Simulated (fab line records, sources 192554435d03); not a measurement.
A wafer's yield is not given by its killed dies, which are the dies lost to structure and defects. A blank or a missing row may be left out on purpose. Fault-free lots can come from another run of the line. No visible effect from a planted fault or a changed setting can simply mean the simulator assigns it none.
Matching of chambers :: flow n5 finfet :: rie diel-03 running N5_BEOL_M1_ETCH_74: 4 sister chambers
The step etches underlayer in N2/H2, target depth 6.5 nm, time 5.2 s. 22 wafers are shown with their chamber, then 11 later ones without.

EACH WAFER AND ITS CHAMBER
wafer: L074.1
chamber: 3
showerhead plenum p Torr (Torr): 2.54
drypump motor current A (A): 5.2
throttle valve pct (%): 18.01

wafer: L074.2
chamber: 0
showerhead plenum p Torr (Torr): 2.53
drypump motor current A (A): 5.4
throttle valve pct (%): 18.10

wafer: L074.3
chamber: 1
showerhead plenum p Torr (Torr): 2.43
drypump motor current A (A): 6.2
throttle valve pct (%): 18.03

wafer: L078.2
chamber: 3
showerhead plenum p Torr (Torr): 2.54
drypump motor current A (A): 5.3
throttle valve pct (%): 18.04

wafer: L078.4
chamber: 1
showerhead plenum p Torr (Torr): 2.43
drypump motor current A (A): 6.2
throttle valve pct (%): 18.05

wafer: L078.6
chamber: 3
showerhead plenum p Torr (Torr): 2.54
drypump motor current A (A): 5.3
throttle valve pct (%): 18.02

wafer: L080.2
chamber: 0
showerhead plenum p Torr (Torr): 2.53
drypump motor current A (A): 5.4
throttle valve pct (%): 18.12

wafer: L080.3
chamber: 1
showerhead plenum p Torr (Torr): 2.43
drypump motor current A (A): 6.2
throttle valve pct (%): 18.06

wafer: L080.6
chamber: 3
showerhead plenum p Torr (Torr): 2.54
drypump motor current A (A): 5.2
throttle valve pct (%): 18.02

wafer: L082.2
chamber: 3
showerhead plenum p Torr (Torr): 2.53
drypump motor current A (A): 5.3
throttle valve pct (%): 18.02

wafer: L082.3
chamber: 2
showerhead plenum p Torr (Torr): 2.72
drypump motor current A (A): 5.5
throttle valve pct (%): 17.64

wafer: L082.6
chamber: 1
showerhead plenum p Torr (Torr): 2.43
drypump motor current A (A): 6.2
throttle valve pct (%): 18.09

wafer: L084.1
chamber: 0
showerhead plenum p Torr (Torr): 2.53
drypump motor current A (A): 5.4
throttle valve pct (%): 18.15

wafer: L084.2
chamber: 3
showerhead plenum p Torr (Torr): 2.53
drypump motor current A (A): 5.3
throttle valve pct (%): 18.05

wafer: L084.4
chamber: 1
showerhead plenum p Torr (Torr): 2.42
drypump motor current A (A): 6.3
throttle valve pct (%): 18.10

wafer: L085.1
chamber: 1
showerhead plenum p Torr (Torr): 2.42
drypump motor current A (A): 6.2
throttle valve pct (%): 18.08

wafer: L085.4
chamber: 0
showerhead plenum p Torr (Torr): 2.52
drypump motor current A (A): 5.4
throttle valve pct (%): 18.16

wafer: L085.5
chamber: 3
showerhead plenum p Torr (Torr): 2.53
drypump motor current A (A): 5.2
throttle valve pct (%): 18.09

wafer: L087.4
chamber: 1
showerhead plenum p Torr (Torr): 2.42
drypump motor current A (A): 6.2
throttle valve pct (%): 18.10

wafer: L087.5
chamber: 3
showerhead plenum p Torr (Torr): 2.53
drypump motor current A (A): 5.2
throttle valve pct (%): 18.05

wafer: L087.6
chamber: 0
showerhead plenum p Torr (Torr): 2.52
drypump motor current A (A): 5.4
throttle valve pct (%): 18.15

wafer: L089.2
chamber: 0
showerhead plenum p Torr (Torr): 2.52
drypump motor current A (A): 5.4
throttle valve pct (%): 18.15

SIGNATURES (averages over the wafers above)
reading: showerhead plenum p Torr
chamber 0: 2.5250
chamber 1: 2.4257
chamber 2: 2.7200
chamber 3: 2.5350
scatter within a chamber: 0.00538

reading: drypump motor current A
chamber 0: 5.400
chamber 1: 6.214
chamber 2: 5.500
chamber 3: 5.250
scatter within a chamber: 0.0398

reading: throttle valve pct
chamber 0: 18.1383
chamber 1: 18.0729
chamber 2: 17.6400
chamber 3: 18.0375
scatter within a chamber: 0.0256
Rule: for each reading, subtract the chamber's mean from the wafer's reading, divide by that reading's scatter and square the result; add these up over the readings and take the root, which gives the wafer's distance from the chamber. If the next closest chamber is less than 2 further off than the closest, the wafer can't be placed; otherwise it belongs to the closest. How the scatter is found: for the shown wafers, subtract from each reading the mean of its chamber, square and add these, divide the total by (wafers less chambers), then take the root.

WAFERS WITHOUT THEIR CHAMBER
wafer: L089.3
showerhead plenum p Torr (Torr): 2.53
drypump motor current A (A): 5.2
throttle valve pct (%): 18.05

wafer: L089.6
showerhead plenum p Torr (Torr): 2.42
drypump motor current A (A): 6.2
throttle valve pct (%): 18.10

wafer: L094.1
showerhead plenum p Torr (Torr): 2.53
drypump motor current A (A): 5.2
throttle valve pct (%): 18.10

wafer: L094.2
showerhead plenum p Torr (Torr): 2.52
drypump motor current A (A): 5.4
throttle valve pct (%): 18.16

wafer: L094.3
showerhead plenum p Torr (Torr): 2.42
drypump motor current A (A): 6.2
throttle valve pct (%): 18.12

wafer: L094.4
showerhead plenum p Torr (Torr): 2.52
drypump motor current A (A): 5.4
throttle valve pct (%): 18.19

wafer: L094.5
showerhead plenum p Torr (Torr): 2.42
drypump motor current A (A): 6.2
throttle valve pct (%): 18.13

wafer: L094.6
showerhead plenum p Torr (Torr): 2.52
drypump motor current A (A): 5.2
throttle valve pct (%): 18.07

wafer: L097.3
showerhead plenum p Torr (Torr): 2.41
drypump motor current A (A): 6.2
throttle valve pct (%): 18.13

wafer: L097.4
showerhead plenum p Torr (Torr): 2.51
drypump motor current A (A): 5.4
throttle valve pct (%): 18.18

wafer: L097.6
showerhead plenum p Torr (Torr): 2.41
drypump motor current A (A): 6.2
throttle valve pct (%): 18.13

EACH ONE'S CHAMBER
wafer: L089.3
from the rows above: 3
in truth: 3

wafer: L089.6
from the rows above: 1
in truth: 1

wafer: L094.1
from the rows above: 3
in truth: 3

wafer: L094.2
from the rows above: 0
in truth: 0

wafer: L094.3
from the rows above: 1
in truth: 1

wafer: L094.4
from the rows above: 0
in truth: 0

wafer: L094.5
from the rows above: 1
in truth: 1

wafer: L094.6
from the rows above: 3
in truth: 3

wafer: L097.3
from the rows above: 1
in truth: 1

wafer: L097.4
from the rows above: 0
in truth: 0

wafer: L097.6
from the rows above: 1
in truth: 1
Correct placement for 11 of the 11. From these rows, 0 cannot be placed. Placed wrongly: 0.
